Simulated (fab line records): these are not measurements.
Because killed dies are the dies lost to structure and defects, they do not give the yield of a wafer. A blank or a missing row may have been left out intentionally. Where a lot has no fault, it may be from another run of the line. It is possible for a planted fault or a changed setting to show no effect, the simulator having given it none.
Split-lot study / flow n5Finfet / on a route of 1938 steps: 7 lots, 21 wafers read

ABOUT THE SPLIT
At N5_BEOL_M13_COAT_04 (resist thk 400 nm), the setting spinRpm was moved away from the recipe's 1625 rpm on 7 of the 21 wafers read, by -6.8% to +10.5%. This setting was run at the recipe's value on the other wafers.

FROM THE SPLIT TO THE READING: what the file shows between them, 3 steps
- N5_BEOL_M13_EBR_06
- N5_BEOL_M13_SOFTBAKE_05: time 60 s
- N5_BEOL_M13_DESCUM_15: chemistry O2, time 7.9 s

THE READING
coat_of_BEOL_M13_COAT_04.thkNm (the simulator's own value, which no gauge read), in nm, at N5_BEOL_M13_ETCH_59 (etches BARC in N2/H2, target depth 89 nm, overetch 26.7 nm, time 67.9 s). The file gives no usual value for it. Here, 14 wafers ran the recipe; their average is 317.4 nm with a standard deviation of 2.3 nm.

wafer=L075.1; tool, chamber at the split=lithoTrack-03, 0; spinRpm as run, rpm=1625; against the recipe=recipe; coat_of_BEOL_M13_COAT_04.thkNm, nm=320.8; against lot-mates on the recipe=-
wafer=L075.2; tool, chamber at the split=lithoTrack-03, 0; spinRpm as run, rpm=1515; against the recipe=-6.8%; coat_of_BEOL_M13_COAT_04.thkNm, nm=332.8; against lot-mates on the recipe=+14.0
wafer=L075.3; tool, chamber at the split=lithoTrack-03, 0; spinRpm as run, rpm=1625; against the recipe=recipe; coat_of_BEOL_M13_COAT_04.thkNm, nm=316.8; against lot-mates on the recipe=-
wafer=L076.3; tool, chamber at the split=lithoTrack-05, 0; spinRpm as run, rpm=1796; against the recipe=+10.5%; coat_of_BEOL_M13_COAT_04.thkNm, nm=296.4; against lot-mates on the recipe=-22.6
wafer=L076.4; tool, chamber at the split=lithoTrack-05, 0; spinRpm as run, rpm=1625; against the recipe=recipe; coat_of_BEOL_M13_COAT_04.thkNm, nm=319; against lot-mates on the recipe=-
wafer=L076.5; tool, chamber at the split=lithoTrack-05, 0; spinRpm as run, rpm=1796; against the recipe=+10.5%; coat_of_BEOL_M13_COAT_04.thkNm, nm=297; against lot-mates on the recipe=-22.0
wafer=L087.1; tool, chamber at the split=lithoTrack-05, 0; spinRpm as run, rpm=1625; against the recipe=recipe; coat_of_BEOL_M13_COAT_04.thkNm, nm=314; against lot-mates on the recipe=-
wafer=L087.5; tool, chamber at the split=lithoTrack-05, 0; spinRpm as run, rpm=1625; against the recipe=recipe; coat_of_BEOL_M13_COAT_04.thkNm, nm=320.4; against lot-mates on the recipe=-
wafer=L087.6; tool, chamber at the split=lithoTrack-05, 0; spinRpm as run, rpm=1625; against the recipe=recipe; coat_of_BEOL_M13_COAT_04.thkNm, nm=313.8; against lot-mates on the recipe=-
wafer=L090.2; tool, chamber at the split=lithoTrack-03, 0; spinRpm as run, rpm=1625; against the recipe=recipe; coat_of_BEOL_M13_COAT_04.thkNm, nm=318.4; against lot-mates on the recipe=-
wafer=L090.5; tool, chamber at the split=lithoTrack-03, 0; spinRpm as run, rpm=1762; against the recipe=+8.4%; coat_of_BEOL_M13_COAT_04.thkNm, nm=303.2; against lot-mates on the recipe=-15.2
wafer=L090.6; tool, chamber at the split=lithoTrack-03, 0; spinRpm as run, rpm=1762; against the recipe=+8.4%; coat_of_BEOL_M13_COAT_04.thkNm, nm=304.6; against lot-mates on the recipe=-13.8
wafer=L092.2; tool, chamber at the split=lithoTrack-03, 0; spinRpm as run, rpm=1562; against the recipe=-3.9%; coat_of_BEOL_M13_COAT_04.thkNm, nm=321.2; against lot-mates on the recipe=+2.6
wafer=L092.3; tool, chamber at the split=lithoTrack-03, 0; spinRpm as run, rpm=1625; against the recipe=recipe; coat_of_BEOL_M13_COAT_04.thkNm, nm=318.6; against lot-mates on the recipe=-
wafer=L092.6; tool, chamber at the split=lithoTrack-03, 0; spinRpm as run, rpm=1562; against the recipe=-3.9%; coat_of_BEOL_M13_COAT_04.thkNm, nm=326.2; against lot-mates on the recipe=+7.6
wafer=L093.1; tool, chamber at the split=lithoTrack-02, 0; spinRpm as run, rpm=1625; against the recipe=recipe; coat_of_BEOL_M13_COAT_04.thkNm, nm=314.6; against lot-mates on the recipe=-
wafer=L093.2; tool, chamber at the split=lithoTrack-02, 0; spinRpm as run, rpm=1625; against the recipe=recipe; coat_of_BEOL_M13_COAT_04.thkNm, nm=319; against lot-mates on the recipe=-
wafer=L093.6; tool, chamber at the split=lithoTrack-02, 0; spinRpm as run, rpm=1625; against the recipe=recipe; coat_of_BEOL_M13_COAT_04.thkNm, nm=320.2; against lot-mates on the recipe=-
wafer=L094.2; tool, chamber at the split=lithoTrack-05, 0; spinRpm as run, rpm=1625; against the recipe=recipe; coat_of_BEOL_M13_COAT_04.thkNm, nm=316.2; against lot-mates on the recipe=-
wafer=L094.4; tool, chamber at the split=lithoTrack-05, 0; spinRpm as run, rpm=1625; against the recipe=recipe; coat_of_BEOL_M13_COAT_04.thkNm, nm=316; against lot-mates on the recipe=-
wafer=L094.6; tool, chamber at the split=lithoTrack-05, 0; spinRpm as run, rpm=1625; against the recipe=recipe; coat_of_BEOL_M13_COAT_04.thkNm, nm=316; against lot-mates on the recipe=-

FIT RESULTS
A straight line over all 21 wafers: coat_of_BEOL_M13_COAT_04.thkNm changes by -1.87 nm for each +1% of spinRpm; r = -0.96; the points scatter about the line by 2.4 nm.
The same after taking each lot's own level away (the mean of its wafers on the recipe; 21 wafers): -1.92 nm for each +1%; r = -0.97; scatter 2.2 nm.
According to that fit, moving spinRpm by its largest amount changes the reading by 20 nm.
The span of the lots' own levels, 316.07 to 319.00 nm, comes to 1.3 times the standard deviation stated above.
So the lot-to-lot level changes the slope little: the two slopes agree.
Check: with one of the wafers moved furthest among these (+10.5%) left out of the fit, the line predicts -19.6 nm for it against its lot-mates. It came out at -22.6 nm against them.

THE WHOLE CHAIN: every reading that the file lists as answering this split, in the file's order
step=N5_BEOL_M13_COAT_04; what it does=resist thk 400 nm; reading=coat_of_BEOL_M13_COAT_04.thkNm (the simulator's own value, which no gauge read); change (the file's fit)=-1.97 nm for each +1% of the setting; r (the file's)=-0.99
step=N5_BEOL_M13_ETCH_59; what it does=etches BARC in N2/H2, target depth 89 nm, overetch 26.7 nm, time 67.9 s; reading=coat_of_BEOL_M13_COAT_04.thkNm (the simulator's own value, which no gauge read); change (the file's fit)=-1.94 nm for each +1% of the setting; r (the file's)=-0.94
step=N5_BEOL_M13_VIA_ETCH_16; what it does=etches SiOC in C4F8/O2/Ar, target depth 921.7 nm; reading=coat_of_BEOL_M13_COAT_04.thkNm (the simulator's own value, which no gauge read); change (the file's fit)=-1.85 nm for each +1% of the setting, in a fit together with timeS@BEOL_M13_ILD_DEP_00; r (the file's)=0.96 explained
step=N5_BEOL_M13_STRIP_63; what it does=strips in N2/H2; reading=stripTimeToEndpointS; change (the file's fit)=withheld for each +1% of the setting, in a fit together with timeS@BEOL_M13_ILD_DEP_00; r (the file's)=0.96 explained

FILE'S OWN FIT
coat_of_BEOL_M13_COAT_04.thkNm changes by -1.94 nm for each +1% of spinRpm, r = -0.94.
